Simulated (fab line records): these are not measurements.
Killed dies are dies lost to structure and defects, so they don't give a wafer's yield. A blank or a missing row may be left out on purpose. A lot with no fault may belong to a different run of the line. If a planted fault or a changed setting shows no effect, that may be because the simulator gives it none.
Problem report, 8D (eight disciplines) form, completed by code | flow n5-finfet | the parts of the form that need people (team, actions taken, sign-off) are left out

1. WHAT WENT WRONG
A mean of 1539 is read at N5_FIN_SAQP_INSPECT_18 for raw-defect-count, taken on 1 wafer of 1 lot, against 393 (standard deviation 100) on wafers free of any fault. Measured from the usual mean, that is +11 standard deviations.
The step: inspects for defects (brightfield).
First seen on wafer L843.6, day 6 18:03, on defect-inspect-01. At this step, 26 wafers from 9 lots have a number in the record. Rule for "out", or "out of limits": more than 4 standard deviations from the usual mean. The other wafers with a number count as sound.

2. WHAT THIS IS AND IS NOT
question                    | is                | is not
which readings at this step | raw-defect-count  | -
which lots                  | L843              | L829, L830, L831, L833, L836, L844, L846, L847
which wafers of those lots  | L843.6            | L843.2, L843.4
read on which gauges        | defect-inspect-01 | defect-inspect-02
when                        | from day 6 18:03  | up to then (16 sound wafers); but 9 sound wafers of L844, L846, L847 came after

3. THE SUSPECTS, EACH WITH WHAT RULES IT OUT
Counting: a tool at a process step up to the reading stays a suspect if it ran every lot that is out. Sound lots after the first of them don't rule it out here, since some wafers of a struck lot are sound.
- the gauge at N5_FIN_SAQP_INSPECT_18 has been ruled out. All the wafers that are out were read on defect-inspect-01, but those of them that N5_FIN_CUT_INSPECT_10 has rows for are out there too, on other tools.
- ald-sin-01 at N5_FIN_SAQP_ALD_61 (deposits SiO2, target thk 4 nm, pulse time 1 s, purge time 2 s): kept. The lot that is out, L843, ran on it at day 6 16:47; the last sound lot it ran before that was L833, at day 4 04:05.
- rtp-anneal-01 at N5_FIN_SAQP_DENSIFY_62 (time 60 s): kept. It ran the lot that is out, L843 (day 6 17:01).
- pecvd-01 at N5_FIN_SAQP_PECVD_47 (deposits a-Si from SiH4/He, target thk 45 nm, time 36.3 s): kept. The lot that is out, L843, ran on it at day 6 17:20; the last sound lot it ran before that was L831, at day 3 16:17.
- Within ald-sin-01 at N5_FIN_SAQP_ALD_61: the wafers that are out ran in chamber 2; their sound lot-mates ran in chambers 0, 1.
- Within pecvd-01 at N5_FIN_SAQP_PECVD_47: the wafers that are out ran in chamber 0; their sound lot-mates ran in chambers 1, 2.
The count leaves ald-sin-01 at N5_FIN_SAQP_ALD_61, rtp-anneal-01 at N5_FIN_SAQP_DENSIFY_62, and pecvd-01 at N5_FIN_SAQP_PECVD_47.

4. THE CAUSE (what the simulator had put in)
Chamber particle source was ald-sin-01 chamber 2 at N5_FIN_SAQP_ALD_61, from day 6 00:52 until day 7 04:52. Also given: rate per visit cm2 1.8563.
Of the 3 suspects that counting leaves, this tool is one.

5. THE CHAIN OF EFFECTS, in route order
Rows list readings where the struck wafers' mean (over those with a number) sits beyond 3 standard deviations from the usual. Only readings whose record carries a usual standard deviation are examined. hours: median over the lots of the time between each lot's start at the first step of this table that gives one and its start at this step. sigmas: the change, counted in usual standard deviations.
hours | step                    | reading              | usual  | on struck wafers | change | sigmas
0     | N5_FIN_SAQP_INSPECT_18  | raw-defect-count     | 393    | 1539             | +1146  | +11
5     | N5_FIN_CUT_INSPECT_10   | raw-defect-count     | 43     | 1245             | +1202  | +86
243   | N5_PASSIVATION_PROBE_49 | defect-limited-yield | 91.5 % | 83.9             | -7.6   | -4.7
243   | N5_PASSIVATION_PROBE_49 | killed-at-front-end  | 39     | 130              | +91    | +7.6
243   | N5_PASSIVATION_PROBE_49 | killed-dies          | 101    | 190              | +89    | +4.7
243   | N5_PASSIVATION_PROBE_49 | killed-on-rim        | 13     | 26               | +13    | +3.2
243   | N5_PASSIVATION_PROBE_49 | sort_bin_5_function  | 5.0 %  | 9.2              | +4.2   | +4.2
243   | N5_PASSIVATION_PROBE_49 | sort-n-pass          | 1079   | 990              | -89    | -4.7
243   | N5_PASSIVATION_PROBE_49 | sort-yield-pct       | 91.5 % | 83.9             | -7.6   | -4.7
It contains these process steps:
- N5_PASSIVATION_PROBE_49
Later measuring or inspecting steps at which every struck wafer that the step has a row for has a number for every such reading, and none has moved that far: N5_BEOL_M4_RC_MEAS_101.

6. WHAT WOULD HAVE CAUGHT IT SOONER
The first out-of-limits reading at a measuring or inspecting step in this record came at day 6 18:03, 17 hours after the fault's start at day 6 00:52.
Of the tool readings at N5_FIN_SAQP_ALD_61 for which the record gives a usual standard deviation, none was out on any struck wafer, so an alarm limit of 4 standard deviations on them would not have fired.
By day 6 18:03, every lot that is out (1) had started N5_FIN_SAQP_ALD_61 on ald-sin-01. Holding the tool at that point would not have protected any of them.
